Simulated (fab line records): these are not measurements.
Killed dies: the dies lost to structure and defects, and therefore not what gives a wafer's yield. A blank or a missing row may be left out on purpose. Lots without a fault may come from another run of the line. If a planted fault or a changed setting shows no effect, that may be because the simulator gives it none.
fab line records	flow nand-harc	part 1 of 2: steps 1 to 29 of 36
record: lots: 5	wafers: 15	last-day: 24
route steps=1159 shown P_BONDPAD@370 A_START@389 A_ZERO_WELL@390
lots with no fault: from the same line, run without faults
start-h: the number of hours between the record's first day and the start of the first shown wafer of the lot	wait-h: how many hours have passed since the lot's step before this one	" same as the row above	L1.1+2: one row covering several wafers at once	- no value, or no start was given	* or withheld: withheld	< > ~ a bound
route shown NAME@n: names a module that has steps shown in the file, with the first one's number in the route	usual: mean/standard deviation of fault-free wafers	same: alike in all rows	chamber/n: place in a boat	sites: each site's reading	_std_site: how widely they spread, as a standard deviation	_edge_site: mean of outer sites minus mean of inner sites	radius-mm: how far each site lies from the wafer's centre	mask NAME#n: copy n	behind: the tool/chamber that last shaped the wafer	hold: the reason the lot was held/the length of the hold in hours/how it ended	device: which transistor (n, p or np) failed to switch	end of line: tests run on the same wafers once the route is complete	for a step that has no rows: nothing shown but its recipe	killed: at the first sort, the dies lost to defects and structure; wafer yield is something else	map: per-die view of a wafer (x killed, . not killed, _ where there is no die)
set.NAME: the setting the step ran with; set.NAME@STEP: the setting that earlier step ran with	model.NAME: the simulator's own value behind a step, which no gauge read
lots seen at some steps along the route; tables by step, rows by wafer
services: the hour from which a tool's chamber was out of use, counted from the record's first day as start-h (under 0 if before that day), plus the number of hours and why
== steps ==
step: NHARC_P_BONDPAD_CD_MEAS_13
usual: cd-nm: 499.8/1.7
lot.wafer	tool	chamber	start-h	wait-h	cd-nm
L075.3	cd-sem-02	-	134.56	-	500.2
L075.4	"	-	"	"	500.8
L075.6	"	-	"	"	499.7
L083.2	cd-sem-02	-	182.10	-	499.4
L083.4	"	-	"	"	500.1
L083.6	"	-	"	"	501.0
L087.3	cd-sem-02	-	207.66	-	497.2
L087.5	"	-	"	"	499.4
L087.6	"	-	"	"	498.6
L091.4	cd-sem-03	-	230.95	-	500.3
L091.5	"	-	"	"	500.2
L091.6	"	-	"	"	499.5
L094.1	cd-sem-02	-	252.35	-	501.2
L094.2	"	-	"	"	497.8
L094.5	"	-	"	"	500.4
step: NHARC_P_BONDPAD_STRIP_15
recipe: o2-flow-sccm: 500	ar-flow-sccm: 0	bias-w: 0	chemistry: O2
usual: chamber-pressure-mTorr: 60.00/0.057	drypump-motor-current-A: 5.5/0.38	oes-product-au: 0.998/0.0072	rf-vpp-V: 58.0/0.94	showerhead-plenum-p-Torr: 3.57/0.16	throttle-valve-pct: 17.037/0.0091
lot.wafer	tool	chamber	start-h	wait-h	chamber-pressure-mTorr	drypump-motor-current-A	oes-product-au	rf-hours-counter-h	rf-vpp-V	showerhead-plenum-p-Torr	throttle-valve-pct
L075.4	rie-diel-06	3	134.65	0.1	60.00	4.8	1.000	22	57.2	3.79	17.036
L075.3	"	1	"	"	60.05	5.2	1.001	21	58.5	3.59	17.022
L075.6	"	3	"	"	59.96	4.7	1.000	-	59.3	3.80	17.042
L083.2	rie-diel-07	2	182.21	0.1	59.98	5.6	0.986	49	57.9	3.64	17.023
L083.4	"	3	"	"	59.94	5.5	1.000	-	58.8	3.55	17.033
L083.6	"	2	"	"	59.92	5.6	1.001	-	59.2	3.64	17.051
L087.3	rie-diel-05	3	207.73	0.1	60.00	5.6	0.999	5	57.2	3.30	17.040
L087.5	"	3	"	"	59.96	5.6	0.990	-	57.2	3.30	17.035
L087.6	"	2	"	"	59.94	6.2	0.993	-	58.7	3.72	17.034
L091.4	rie-diel-06	0	231.05	0.1	59.94	5.0	0.993	58	58.2	3.72	17.040
L091.6	"	2	"	"	59.95	5.3	0.991	-	58.2	3.77	17.026
L091.5	"	3	"	"	60.04	4.8	0.992	-	59.3	3.77	17.040
L094.1	rie-diel-05	3	252.44	0.1	59.98	5.6	0.991	9	57.4	3.29	17.022
L094.2	"	1	"	"	60.01	5.4	0.991	8	58.0	3.40	17.046
L094.5	"	2	"	"	60.00	6.2	1.002	-	57.5	3.71	17.024
step: NHARC_P_BONDPAD_ETCH_24
recipe: target-depth-a: 300	over-etch-frac: 0.3	time-s: 72.99	ion-energy-ev: 150	cf4-flow-sccm: 50	n2-flow-sccm: 100	ar-flow-sccm: 150	rf-w: 300	bias-w: 100	chemistry: CF4/N2
usual: chamber-pressure-mTorr: 29.999/0.027	drypump-motor-current-A: 5.5/0.42	n2-flow-sccm: 100.0/0.31	oes-product-au: 0.999/0.0085	rf-fwd-power-W: 297.3/1.2	rf-vpp-V: 314.8/2.3	showerhead-plenum-p-Torr: 2.67/0.12	throttle-valve-pct: 19.795/0.01
same: over-etch-frac: 0.3
lot.wafer	tool	chamber	start-h	wait-h	chamber-pressure-mTorr	drypump-motor-current-A	n2-flow-sccm	oes-product-au	rf-fwd-power-W	rf-hours-counter-h	rf-vpp-V	showerhead-plenum-p-Torr	throttle-valve-pct
L075.3	rie-diel-06	3	-	-	30.036	4.8	100.4	0.996	298.0	22	317.0	2.83	19.791
L075.4	"	1	"	"	30.014	5.2	99.8	1.005	296.2	21	314.5	2.67	19.803
L075.6	"	0	"	"	30.004	5.0	100.1	1.010	296.0	-	316.4	2.78	19.799
L083.2	rie-diel-07	2	182.37	0.1	30.006	5.6	100.5	1.001	298.8	49	315.3	2.71	19.794
L083.6	"	3	"	"	30.002	5.4	100.4	0.995	297.6	-	313.8	2.64	19.802
L083.4	"	2	"	"	30.003	5.6	100.3	1.004	298.3	-	314.9	2.71	19.798
L087.3	rie-diel-05	2	207.93	0.2	29.997	6.3	100.0	0.990	296.5	4	316.9	2.77	19.812
L087.6	"	0	"	"	30.027	5.3	99.2	0.996	298.1	-	314.1	2.64	19.793
L087.5	"	2	"	"	29.952	6.2	100.0	0.991	296.8	-	316.3	2.77	19.806
L091.4	rie-diel-06	0	-	-	30.018	5.0	99.8	1.002	298.9	58	317.6	2.77	19.804
L091.6	"	1	"	"	30.023	5.3	100.3	1.009	296.6	-	315.2	2.65	19.799
L091.5	"	2	"	"	29.974	5.3	99.0	1.005	298.4	-	316.4	2.81	19.787
L094.1	rie-diel-05	1	-	-	29.973	5.4	99.9	1.000	297.0	8	312.5	2.53	19.797
L094.2	"	0	"	"	29.982	5.3	99.8	0.995	297.4	10	314.1	2.63	19.802
L094.5	"	1	"	"	30.016	5.4	99.9	1.001	297.1	-	311.9	2.53	19.815
step: NHARC_P_BONDPAD_STRIP_16
recipe: time-s: 600	temp-c: 30	chemistry: post-etch-residue-remover
lot.wafer	tool	chamber	start-h	wait-h
L075.6+4+3	wet-bench-08	6,7,1	134.93	-
L083.2+4+6	wet-bench-08	5,7,0	182.50	-
L087.3+6+5	wet-bench-08	0,1,4	208.07	-
L091.4+6+5	wet-bench-10	7,1,3	231.31	-
L094.1+2+5	wet-bench-08	5,0,2	252.72	-
step: NHARC_P_BONDPAD_DEGAS_25
recipe: temp-c: 300	time-s: 60
usual: heater-power-w: 468/59
lot.wafer	tool	chamber	start-h	wait-h	heater-power-w
L075.3	pvd-sputter-02	-	135.19	-	592
L075.4	"	-	"	"	517
L075.6	"	-	"	"	424
L083.4	pvd-sputter-01	-	182.77	-	408
L083.2	"	-	"	"	539
L083.6	"	-	"	"	444
L087.3	pvd-sputter-02	-	208.34	-	534
L087.6	"	-	"	"	405
L087.5	"	-	"	"	584
L091.4	pvd-sputter-02	-	231.59	-	570
L091.6	"	-	"	"	415
L091.5	"	-	"	"	571
L094.2	pvd-sputter-01	-	252.99	-	402
L094.1	"	-	"	"	467
L094.5	"	-	"	"	400
step: NHARC_P_BONDPAD_PRE_CLEAN_26
recipe: time-s: 30	temp-c: 280	gas: H2/He
usual: heater-power-w: 408/48
lot.wafer	tool	chamber	start-h	wait-h	heater-power-w
L075.4	pvd-sputter-02	-	-	-	472
L075.3	"	-	"	"	377
L075.6	"	-	"	"	525
L083.2	pvd-sputter-01	-	-	-	355
L083.4	"	-	"	"	465
L083.6	"	-	"	"	356
L087.3	pvd-sputter-02	-	-	-	476
L087.5	"	-	"	"	432
L087.6	"	-	"	"	374
L091.4	pvd-sputter-02	-	-	-	372
L091.6	"	-	"	"	416
L091.5	"	-	"	"	357
L094.1	pvd-sputter-01	-	-	-	453
L094.2	"	-	"	"	401
L094.5	"	-	"	"	386
step: NHARC_P_BONDPAD_PVD_17
recipe: target-thk-a: 50	bias-v: 168.6	power-w: 15000	chamber-pressure-pa: 0.12	time-s: 8.06	substrate-temp-c: 50	material: TaN
usual: cathode-dc-power-W: 15000/2.9	substrate-temp-c: 50.02/0.11	throttle-valve-pct: 30.6/0.78
lot.wafer	tool	chamber	start-h	wait-h	cathode-dc-power-W	substrate-temp-c	throttle-valve-pct
L075.3	pvd-sputter-02	-	-	-	15003	50.16	29.1
L075.4	"	-	"	"	14995	50.15	31.4
L075.6	"	-	"	"	14999	50.00	29.8
L083.4	pvd-sputter-01	-	-	-	15001	49.94	31.0
L083.2	"	-	"	"	14994	49.82	30.0
L083.6	"	-	"	"	14999	50.09	30.9
L087.3	pvd-sputter-02	-	-	-	15002	50.00	31.4
L087.5	"	-	"	"	15001	49.88	31.3
L087.6	"	-	"	"	14999	49.93	31.3
L091.4	pvd-sputter-02	-	-	-	14997	49.96	31.3
L091.6	"	-	"	"	15001	49.92	31.1
L091.5	"	-	"	"	14996	50.12	31.8
L094.1	pvd-sputter-01	-	-	-	15005	50.08	31.1
L094.2	"	-	"	"	15001	49.89	30.2
L094.5	"	-	"	"	15000	50.03	30.8
step: NHARC_P_BONDPAD_PVD_27
recipe: target-thk-a: 300	chamber-pressure-pa: 5	power-w: 5000	substrate-temp-c: 30	time-s: 20.49	material: Cu
usual: cathode-dc-power-W: 4999.9/1	substrate-temp-c: 30.01/0.11	throttle-valve-pct: 30.5/0.77
lot.wafer	tool	chamber	start-h	wait-h	cathode-dc-power-W	substrate-temp-c	throttle-valve-pct
L075.4	pvd-sputter-02	-	-	-	4997.6	30.06	31.6
L075.3	"	-	"	"	4998.2	30.08	29.8
L075.6	"	-	"	"	5000.1	30.06	31.3
L083.4	pvd-sputter-01	-	-	-	4997.7	30.06	31.1
L083.2	"	-	"	"	5000.0	30.05	30.4
L083.6	"	-	"	"	4999.2	30.02	31.1
L087.3	pvd-sputter-02	-	-	-	5000.3	30.12	31.3
L087.6	"	-	"	"	4999.7	30.24	31.5
L087.5	"	-	"	"	5000.3	30.07	31.1
L091.4	pvd-sputter-02	-	-	-	5000.1	29.92	31.7
L091.6	"	-	"	"	4999.9	29.85	29.0
L091.5	"	-	"	"	4997.3	29.93	31.4
L094.2	pvd-sputter-01	-	-	-	5000.4	29.98	30.9
L094.1	"	-	"	"	5000.1	30.13	30.9
L094.5	"	-	"	"	5000.9	29.87	30.3
step: NHARC_P_BONDPAD_ECD_18
recipe: target-thk-a: 4000	bath-temp-c: 25	material: Cu
usual: bath-temp-c: 24.99/0.092
lot.wafer	tool	chamber	start-h	wait-h	bath-temp-c
L075.3	ecd-cu-02	1	135.77	-	25.00
L075.4	"	0	"	"	24.89
L075.6	"	1	"	"	24.85
L083.2	ecd-cu-01	1	183.12	-	25.02
L083.4	"	0	"	"	25.11
L083.6	"	0	"	"	25.08
L087.3	ecd-cu-01	0	208.81	-	25.06
L087.5	"	0	"	"	24.98
L087.6	"	1	"	"	25.13
L091.4	ecd-cu-02	1	232.05	-	24.79
L091.6	"	1	"	"	24.89
L091.5	"	0	"	"	25.01
L094.1	ecd-cu-01	1	253.35	-	25.14
L094.2	"	0	"	"	25.10
L094.5	"	1	"	"	24.97
step: NHARC_P_BONDPAD_ANNEAL_28
recipe: temp-c: 225	time-s: 90
usual: wafer_temp_C_max: 226.1/0.35
lot.wafer	tool	chamber	start-h	wait-h	wafer_temp_C_max
L075.3	rtp-anneal-01	0	136.22	0.4	226.7
L075.4	"	0	"	"	226.3
L075.6	"	0	"	"	226.5
L083.2	rtp-anneal-02	0	183.56	-	225.8
L083.4	"	0	"	"	225.5
L083.6	"	0	"	"	225.9
L087.3	rtp-anneal-02	0	209.19	0.3	225.7
L087.5	"	0	"	"	225.6
L087.6	"	0	"	"	225.9
L091.4	rtp-anneal-01	0	232.48	-	225.9
L091.5	"	0	"	"	226.4
L091.6	"	0	"	"	226.5
L094.1	rtp-anneal-02	0	253.73	0.3	226.3
L094.2	"	0	"	"	226.2
L094.5	"	0	"	"	226.2
step: NHARC_P_BONDPAD_CMP_19
recipe: t-overpolish-s: 30	cu-recess-touch-s: 16	target-thk-nm: 160.81
usual: motor-current-A: 12.3/1.3	overpolish-run-s: 30.000/0.011
lot.wafer	tool	chamber	start-h	wait-h	motor-current-A	overpolish-run-s
L075.3	cmp-02	2	136.46	-	10.3	29.981
L075.4	"	1	"	"	12.6	29.997
L075.6	"	2	"	"	10.0	30.003
L083.2	cmp-03	2	183.91	-	13.2	29.990
L083.4	"	3	"	"	12.6	29.995
L083.6	"	1	"	"	14.2	29.970
L087.3	cmp-02	1	209.44	-	12.5	30.008
L087.6	"	1	"	"	12.0	30.005
L087.5	"	2	"	"	10.8	29.992
L091.4	cmp-04	0	232.72	-	11.6	29.991
L091.6	"	2	"	"	11.7	30.004
L091.5	"	3	"	"	12.8	29.980
L094.1	cmp-04	3	254.07	-	12.5	29.995
L094.2	"	2	"	"	10.9	30.007
L094.5	"	0	"	"	12.5	29.988
step: NHARC_P_BONDPAD_THK_MEAS_20
recipe: thk-meas-gauge: xrf
usual: thk-nm: 160.8/1.5
lot.wafer	tool	chamber	start-h	wait-h	thk-nm
L075.3	film-metro-02	-	136.78	-	160.5
L075.4	"	-	"	"	161.9
L075.6	"	-	"	"	159.7
L083.2	film-metro-01	-	184.21	-	160.0
L083.4	"	-	"	"	160.3
L083.6	"	-	"	"	160.2
L087.3	film-metro-02	-	209.76	-	161.5
L087.5	"	-	"	"	162.9
L087.6	"	-	"	"	160.0
L091.4	film-metro-01	-	232.99	-	163.2
L091.5	"	-	"	"	162.8
L091.6	"	-	"	"	163.4
L094.1	film-metro-01	-	254.40	-	162.0
L094.2	"	-	"	"	165.0
L094.5	"	-	"	"	161.8
step: NHARC_P_BONDPAD_SRD_21
recipe: time-s: 30	temp-c: 23	dry-time-s: 20	spin-rpm: 1500
lot.wafer	tool	chamber	start-h	wait-h
L075.4+3+6	wet-bench-08	5,6,0	136.82	0.0
L083.4+6+2	wet-bench-08	4,7,0	184.26	0.1
L087.3+6+5	wet-bench-08	2,3,6	209.80	0.0
L091.6+5+4	wet-bench-10	3,5,6	233.04	0.0
L094.2+5+1	wet-bench-08	3,4,5	254.44	0.0
step: NHARC_P_BONDPAD_INSPECT_23
usual: raw-defect-count: 353/130
lot.wafer	tool	chamber	start-h	wait-h	raw-defect-count
L075.3	defect-inspect-02	-	136.98	0.0	320
L075.4	"	-	"	"	248
L075.6	"	-	"	"	266
L083.2	defect-inspect-01	-	184.43	0.0	192
L083.4	"	-	"	"	187
L083.6	"	-	"	"	273
L087.3	defect-inspect-02	-	209.98	0.0	326
L087.5	"	-	"	"	400
L087.6	"	-	"	"	337
L091.4	defect-inspect-01	-	233.22	0.0	357
L091.5	"	-	"	"	344
L091.6	"	-	"	"	462
L094.1	defect-inspect-01	-	254.60	0.0	266
L094.2	"	-	"	"	337
L094.5	"	-	"	"	259
step: NHARC_P_BONDPAD_ACTIVATE_29
recipe: time-s: 60	n2-flow-sccm: 200	ar-flow-sccm: 0	bias-power-w: 0	chemistry: N2
usual: drypump-motor-current-A: 5.6/0.37	n2-flow-sccm: 200.0/0.55	oes-product-au: 0.995/0.0077	rf-vpp-V: 64.0/0.83	showerhead-plenum-p-Torr: 1.77/0.088
lot.wafer	tool	chamber	start-h	wait-h	drypump-motor-current-A	n2-flow-sccm	oes-product-au	rf-hours-counter-h	rf-vpp-V	showerhead-plenum-p-Torr
L075.3	rie-diel-05	2	137.06	0.1	6.2	199.9	0.987	14	64.9	1.87
L075.4	"	0	"	"	5.3	201.0	0.990	13	64.1	1.78
L075.6	"	2	"	"	6.3	200.2	0.998	-	64.1	1.87
L083.2	rie-diel-05	1	184.49	0.1	5.4	199.1	0.992	1	63.4	1.70
L083.6	"	3	"	"	5.6	200.0	0.988	-	63.8	1.64
L083.4	"	0	"	"	5.3	200.3	0.995	-	64.5	1.77
L087.3	rie-diel-05	1	210.07	0.1	5.4	200.9	0.984	4	63.2	1.70
L087.5	"	3	"	"	5.6	199.8	0.996	-	63.8	1.64
L087.6	"	0	"	"	5.3	199.9	0.977	-	62.4	1.77
L091.4	rie-diel-05	1	233.30	0.1	5.4	200.2	0.997	7	62.8	1.70
L091.6	"	3	"	"	5.6	200.1	0.992	-	63.0	1.64
L091.5	"	0	"	"	5.3	201.3	0.991	-	64.6	1.77
L094.1	rie-diel-05	3	254.69	0.1	5.6	200.1	0.995	9	64.0	1.64
L094.2	"	0	"	"	5.3	200.1	0.991	10	64.0	1.77
L094.5	"	2	"	"	6.3	200.0	0.988	-	64.6	1.87
step: NHARC_P_BONDPAD_PRECLEAN_30
recipe: time-s: 300	temp-c: 23	chemistry: DIW
lot.wafer	tool	chamber	start-h	wait-h
L075.6+3+4	wet-bench-10	3,4,5	137.20	0.1
L083.4+2+6	wet-bench-10	7,1,4	184.68	0.1
L087.3+5+6	wet-bench-08	4,6,0	210.20	0.1
L091.5+6+4	wet-bench-10	7,1,2	233.46	0.1
L094.2+5+1	wet-bench-08	0,1,5	254.82	0.1
step: NHARC_P_BONDPAD_SRD_31
recipe: time-s: 30	temp-c: 23	dry-time-s: 20	spin-rpm: 1500
lot.wafer	tool	chamber	start-h	wait-h
L075.6+3+4	wet-bench-10	3,4,5	-	-
L083.4+2+6	wet-bench-10	7,1,4	-	-
L087.3+5+6	wet-bench-08	4,6,0	-	-
L091.5+6+4	wet-bench-10	7,1,2	-	-
L094.2+5+1	wet-bench-08	0,1,5	-	-
step: NHARC_A_START_INSPECT_01
usual: raw-defect-count: 3.5/1.7
lot.wafer	tool	chamber	start-h	wait-h	raw-defect-count
L075.3	defect-inspect-02	-	137.45	-	3
L075.4	"	-	"	"	2
L075.6	"	-	"	"	5
L083.2	defect-inspect-01	-	184.93	-	2
L083.4	"	-	"	"	2
L083.6	"	-	"	"	6
L087.3	defect-inspect-02	-	210.46	-	1
L087.5	"	-	"	"	5
L087.6	"	-	"	"	3
L091.4	defect-inspect-02	-	233.69	-	3
L091.5	"	-	"	"	5
L091.6	"	-	"	"	3
L094.1	defect-inspect-02	-	255.08	-	2
L094.2	"	-	"	"	3
L094.5	"	-	"	"	5
step: NHARC_A_ZERO_WELL_PRECLEAN_00
recipe: time-s: 600	temp-c: 120	chemistry: SPM
lot.wafer	tool	chamber	start-h	wait-h
L075.6+4+3	wet-bench-04	0,2,4	137.53	0.1
L083.4+2+6	wet-bench-03	6,7,2	185.02	0.1
L087.5+3+6	wet-bench-06	5,6,7	210.55	0.1
L091.6+4+5	wet-bench-06	2,4,6	233.78	0.1
L094.2+5+1	wet-bench-06	7,2,3	255.17	0.1
step: NHARC_A_ZERO_WELL_SRD_01
lot.wafer	tool	chamber	start-h	wait-h
L075.6+4+3	wet-bench-04	0,2,4	-	-
L083.4+2+6	wet-bench-03	6,7,2	-	-
L087.5+3+6	wet-bench-06	5,6,7	-	-
L091.6+4+5	wet-bench-06	2,4,6	-	-
L094.2+5+1	wet-bench-06	7,2,3	-	-
step: NHARC_A_ZERO_WELL_DEHYDRATE_02
recipe: temp-c: 150	time-s: 120
lot.wafer	tool	chamber	start-h	wait-h
L075.3+4+6	litho-track-03	0	137.86	-
L083.2+4+6	litho-track-02	0	185.32	-
L087.3+5+6	litho-track-03	0	210.86	-
L091.4+5+6	litho-track-03	0	234.09	-
L094.1+2+5	litho-track-05	0	255.49	-
step: NHARC_A_ZERO_WELL_HMDS_03
recipe: time-s: 30
lot.wafer	tool	chamber	start-h	wait-h
L075.3+4+6	litho-track-03	0	-	-
L083.2+4+6	litho-track-02	0	-	-
L087.3+5+6	litho-track-03	0	-	-
L091.4+5+6	litho-track-03	0	-	-
L094.1+2+5	litho-track-05	0	-	-
step: NHARC_A_ZERO_WELL_COAT_18
recipe: temp-c: 200	time-s: 65
lot.wafer	tool	chamber	start-h	wait-h
L075.3+4+6	litho-track-03	0	-	-
L083.2+4+6	litho-track-02	0	-	-
L087.3+5+6	litho-track-03	0	-	-
L091.4+5+6	litho-track-03	0	-	-
L094.1+2+5	litho-track-05	0	-	-
step: NHARC_A_ZERO_WELL_COAT_04
recipe: spin-rpm: 2000	resist-thk-nm: 600
lot.wafer	tool	chamber	start-h	wait-h
L075.3+4+6	litho-track-03	0	-	-
L083.2+4+6	litho-track-02	0	-	-
L087.3+5+6	litho-track-03	0	-	-
L091.4+5+6	litho-track-03	0	-	-
L094.1+2+5	litho-track-05	0	-	-
step: NHARC_A_ZERO_WELL_SOFTBAKE_05
recipe: temp-c: 125	time-s: 70
lot.wafer	tool	chamber	start-h	wait-h
L075.3+4+6	litho-track-03	0	-	-
L083.2+4+6	litho-track-02	0	-	-
L087.3+5+6	litho-track-03	0	-	-
L091.4+5+6	litho-track-03	0	-	-
L094.1+2+5	litho-track-05	0	-	-
step: NHARC_A_ZERO_WELL_EBR_06
lot.wafer	tool	chamber	start-h	wait-h
L075.3+4+6	litho-track-03	0	-	-
L083.2+4+6	litho-track-02	0	-	-
L087.3+5+6	litho-track-03	0	-	-
L091.4+5+6	litho-track-03	0	-	-
L094.1+2+5	litho-track-05	0	-	-
step: NHARC_A_ZERO_WELL_EXPOSE_07
recipe: na: 0.55	dose-mj: 33.85	mask-id: A_ZERO
same: na: 0.55
lot.wafer	tool	chamber	start-h	wait-h	mask
L075.3+4+6	krf-scanner-02	0	138.04	-	A_ZERO#0
L083.2+4+6	krf-scanner-02	0	185.62	-	A_ZERO#0
L087.3+5+6	krf-scanner-03	0	211.16	-	A_ZERO#0
L091.4+5+6	krf-scanner-01	0	234.39	-	A_ZERO#0
L094.1+2+5	krf-scanner-02	0	255.78	-	A_ZERO#0
step: NHARC_A_ZERO_WELL_PEB_08
recipe: peb-temp-c: 128	peb-time-s: 80
lot.wafer	tool	chamber	start-h	wait-h
L075.3+4+6	litho-track-05	0	138.10	0.1
L083.2+4+6	litho-track-03	0	185.68	0.1
L087.3+5+6	litho-track-02	0	211.22	0.1
L091.4+5+6	litho-track-05	0	234.44	0.0
L094.1+2+5	litho-track-02	0	255.84	0.1
step: NHARC_A_ZERO_WELL_DEVELOP_09
recipe: time-s: 50	dev-temp-c: 22
lot.wafer	tool	chamber	start-h	wait-h
L075.3+4+6	litho-track-05	0	-	-
L083.2+4+6	litho-track-03	0	-	-
L087.3+5+6	litho-track-02	0	-	-
L091.4+5+6	litho-track-05	0	-	-
L094.1+2+5	litho-track-02	0	-	-
